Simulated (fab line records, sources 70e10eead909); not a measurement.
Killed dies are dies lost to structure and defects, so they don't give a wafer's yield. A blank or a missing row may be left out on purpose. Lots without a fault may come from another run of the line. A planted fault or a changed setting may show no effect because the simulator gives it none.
Which tool did it? | flow nand_harc | 11 lots, 33 wafers sampled, at 6 steps of a route of 1302

WHAT THE GAUGES READ, wafer by wafer
NHARC_P_GATE_CD_MEAS_26: target cd 120 nm.
lot  | measured     | on        | cd_nm (nm)
L261 | day 4 20:40  | cd_sem-01 | 118.9 119.9 120.8
L262 | day 5 11:21  | cd_sem-02 | 120.1 120.5 121.2
L263 | day 5 18:32  | cd_sem-03 | 120.3 120.3 120.1
L265 | day 6 16:44  | cd_sem-02 | 111.3 112.5 111.1
L275 | day 11 02:32 | cd_sem-02 | 120.7 121.4 122.7
L276 | day 11 07:39 | cd_sem-01 | 120.4 119.7 121.0
L278 | day 12 05:26 | cd_sem-03 | 119.8 120.0 120.1
L279 | day 12 14:51 | cd_sem-03 | 119.3 120.7 120.4
L280 | day 13 02:43 | cd_sem-03 | 119.6 120.2 121.1
L282 | day 13 20:17 | cd_sem-02 | 120.7 120.4 120.0
L284 | day 14 16:32 | cd_sem-01 | 120.7 121.0 121.3

NHARC_END_SORT_01.
lot  | measured     | on        | killed_at_array | killed_at_other | killed_at_periphery | killed_dies | killed_open | killed_short
L265 | day 25 21:04 | prober-01 | 77              | 0               | 4                   | 81          | 4           | 4

WHICH TOOL RAN EACH LOT (tool, then ch and the chambers of the sampled wafers, then the start)
lot  | NHARC_P_GATE_EXPOSE_23             | NHARC_P_GATE_ETCH_114                         | NHARC_P_GATE_ETCH_32             | NHARC_P_GATE_ALD_36
L261 | arfi_scanner-02 ch 0, day 4 20:32  | rie_diel-03 ch 0,1, day 4 21:19 or earlier    | rie_si-06 ch 0,1,2, day 4 21:19  | ald_sin-02 ch 0,1, day 4 22:11
L262 | arfi_scanner-01 ch 0, day 5 11:13  | rie_diel-05 ch 0,1,2, day 5 11:59 or earlier  | rie_si-06 ch 0,2,3, day 5 11:59  | ald_sin-04 ch 0,1,2, day 5 12:47
L263 | arfi_scanner-03 ch 0, day 5 18:24  | rie_diel-05 ch 0,1,2, day 5 19:12 or earlier  | rie_si-01 ch 1,2,3, day 5 19:12  | ald_sin-01 ch 1,2,3, day 5 21:22
L265 | arfi_scanner-03 ch 0, day 6 16:36  | rie_diel-08 ch 0,2,3, day 6 17:23 or earlier  | rie_si-02 ch 1,2,3, day 6 17:23  | ald_sin-04 ch 1,2,3, day 6 18:11
L275 | arfi_scanner-02 ch 0, day 11 02:24 | rie_diel-05 ch 0,1,3, day 11 03:11 or earlier | rie_si-01 ch 0,1,2, day 11 03:11 | ald_sin-01 ch 1,2,3, day 11 03:59
L276 | arfi_scanner-01 ch 0, day 11 07:31 | rie_diel-03 ch 0,3, day 11 08:18 or earlier   | rie_si-01 ch 0,1, day 11 08:18   | ald_sin-02 ch 0,2,3, day 11 11:12
L278 | arfi_scanner-03 ch 0, day 12 05:17 | rie_diel-03 ch 0,1, day 12 06:06 or earlier   | rie_si-01 ch 0,1,3, day 12 06:06 | ald_sin-01 ch 0,3, day 12 07:56
L279 | arfi_scanner-03 ch 0, day 12 14:43 | rie_diel-05 ch 0,1, day 12 15:31 or earlier   | rie_si-01 ch 2,3, day 12 15:31   | ald_sin-02 ch 1,3, day 12 17:42
L280 | arfi_scanner-03 ch 0, day 13 02:35 | rie_diel-05 ch 2,3, day 13 03:24 or earlier   | rie_si-02 ch 0,1,3, day 13 03:24 | ald_sin-04 ch 0,2,3, day 13 04:10
L282 | arfi_scanner-02 ch 0, day 13 20:08 | rie_diel-08 ch 0,2,3, day 13 20:57 or earlier | rie_si-01 ch 1,2,3, day 13 20:57 | ald_sin-02 ch 0,1,2, day 13 21:46
L284 | arfi_scanner-03 ch 0, day 14 16:24 | rie_diel-08 ch 0,2,3, day 14 17:11 or earlier | rie_si-02 ch 0,1,3, day 14 17:11 | ald_sin-01 ch 1,2, day 14 19:01
- NHARC_P_GATE_EXPOSE_23: exposes mask P GATE, target cd 120 nm.
- NHARC_P_GATE_ETCH_114: etches the open film in CF4/O2, target depth 30 nm, overetch 3 nm, time 16.5 s.
- NHARC_P_GATE_ETCH_32: etches the open film in HBr/Cl2, target depth 150 nm, time 100.1 s.
- NHARC_P_GATE_ALD_36: deposits SiNx, target thk 20 nm, pulse time 60 s, ald cycles 223.

WHAT THE TOOLS THEMSELVES READ (means of the sampled wafers that have a number; where no wafer has one, the mark that the record gives instead)
NHARC_P_GATE_EXPOSE_23.
lot  | tool            | stage_vel_mm_s (mm/s)
L261 | arfi_scanner-02 | 500.03
L262 | arfi_scanner-01 | 500.09
L263 | arfi_scanner-03 | 499.81
L265 | arfi_scanner-03 | 500.03
L275 | arfi_scanner-02 | 500.00
L276 | arfi_scanner-01 | 499.73
L278 | arfi_scanner-03 | 500.16
L279 | arfi_scanner-03 | 499.92
L280 | arfi_scanner-03 | 500.04
L282 | arfi_scanner-02 | 500.20
L284 | arfi_scanner-03 | 499.71

NHARC_P_GATE_ETCH_114.
lot  | tool        | drypump_motor_current_A (A) | oes_f_703_au (a.u.) | oes_product_au (a.u.) | rf_vpp_V (V) | showerhead_plenum_p_Torr (Torr) | throttle_valve_pct (%)
L261 | rie_diel-03 | 4.9                         | 0.998               | 1.003                 | 200.2        | 1.42                            | 13.408
L262 | rie_diel-05 | 5.8                         | 1.001               | 0.999                 | 196.9        | 1.32                            | 13.400
L263 | rie_diel-05 | 5.8                         | 0.999               | 1.003                 | 197.1        | 1.32                            | 13.404
L265 | rie_diel-08 | 5.8                         | 0.996               | 0.986                 | 198.0        | 1.33                            | 13.400
L275 | rie_diel-05 | 5.7                         | 1.002               | 0.985                 | 197.4        | 1.32                            | 13.398
L276 | rie_diel-03 | 6.1                         | 1.004               | 1.013                 | 198.8        | 1.40                            | 13.398
L278 | rie_diel-03 | 4.9                         | 1.001               | 1.009                 | 199.1        | 1.42                            | 13.396
L279 | rie_diel-05 | 5.8                         | 0.997               | 0.997                 | 197.3        | 1.30                            | 13.400
L280 | rie_diel-05 | 5.5                         | 0.994               | 0.997                 | 197.3        | 1.32                            | 13.395
L282 | rie_diel-08 | 5.8                         | 1.000               | 0.979                 | 197.0        | 1.32                            | 13.400
L284 | rie_diel-08 | 5.8                         | 0.998               | 0.981                 | 197.7        | 1.32                            | 13.395

NHARC_P_GATE_ETCH_32.
lot  | tool      | drypump_motor_current_A (A) | oes_product_au (a.u.) | throttle_valve_pct (%)
L261 | rie_si-06 | 5.4                         | 0.999                 | 26.408
L262 | rie_si-06 | 5.4                         | 1.008                 | 26.407
L263 | rie_si-01 | 5.4                         | 1.010                 | 26.409
L265 | rie_si-02 | 5.7                         | 1.005                 | 26.408
L275 | rie_si-01 | 5.2                         | 1.005                 | 26.412
L276 | rie_si-01 | 5.1                         | 1.001                 | 26.404
L278 | rie_si-01 | 5.4                         | 0.998                 | 26.399
L279 | rie_si-01 | 5.6                         | 1.016                 | 26.413
L280 | rie_si-02 | 5.6                         | 0.999                 | 26.409
L282 | rie_si-01 | 5.4                         | 1.009                 | 26.418
L284 | rie_si-02 | 5.6                         | 1.000                 | 26.407

NHARC_P_GATE_ALD_36.
lot  | tool       | heater_power_w (W) | precursor_pulse_height_rel
L261 | ald_sin-02 | 721                | 0.997
L262 | ald_sin-04 | 859                | 0.996
L263 | ald_sin-01 | 783                | 0.997
L265 | ald_sin-04 | 823                | 0.994
L275 | ald_sin-01 | 773                | 0.994
L276 | ald_sin-02 | 734                | 0.995
L278 | ald_sin-01 | 919                | 0.986
L279 | ald_sin-02 | 743                | 0.993
L280 | ald_sin-04 | 799                | 1.013
L282 | ald_sin-02 | 739                | 0.988
L284 | ald_sin-01 | 781                | 0.986

THE ANSWER, worked out from the rows above alone
Rule: what is usual is taken from the lots themselves. Put in order of their means at a reading, lots are off if they are a third of the lots or fewer, leave a main group of 4 or more, and stand apart from it by a gap of 3 or more times the standard deviation of the main group's means; of several such gaps the widest counts. A main group whose means are all the same, to the digits that the tables above print for the reading, isn't used. A lot without any number at a reading at which 4 lots or more have one is off too. The other lots that the step has rows for count as sound. The gauges are gone through in route order, then the tools' own readings, and for those a lot's mean is taken as printed above. The first step at which some lot is off is used, and at that step the reading that is off furthest; a lot without a number counts as furthest.
Off: L265, at NHARC_P_GATE_CD_MEAS_26 (cd_nm). The main group: mean 120.4 nm, standard deviation 0.49.
A tool fits if, at a process step before that reading, it ran every lot that is off, and no sound lot after the first of them. The gauges at NHARC_P_GATE_CD_MEAS_26 are tried like those tools. None of those tried fits.

WHAT THE SIMULATOR HAD PUT IN
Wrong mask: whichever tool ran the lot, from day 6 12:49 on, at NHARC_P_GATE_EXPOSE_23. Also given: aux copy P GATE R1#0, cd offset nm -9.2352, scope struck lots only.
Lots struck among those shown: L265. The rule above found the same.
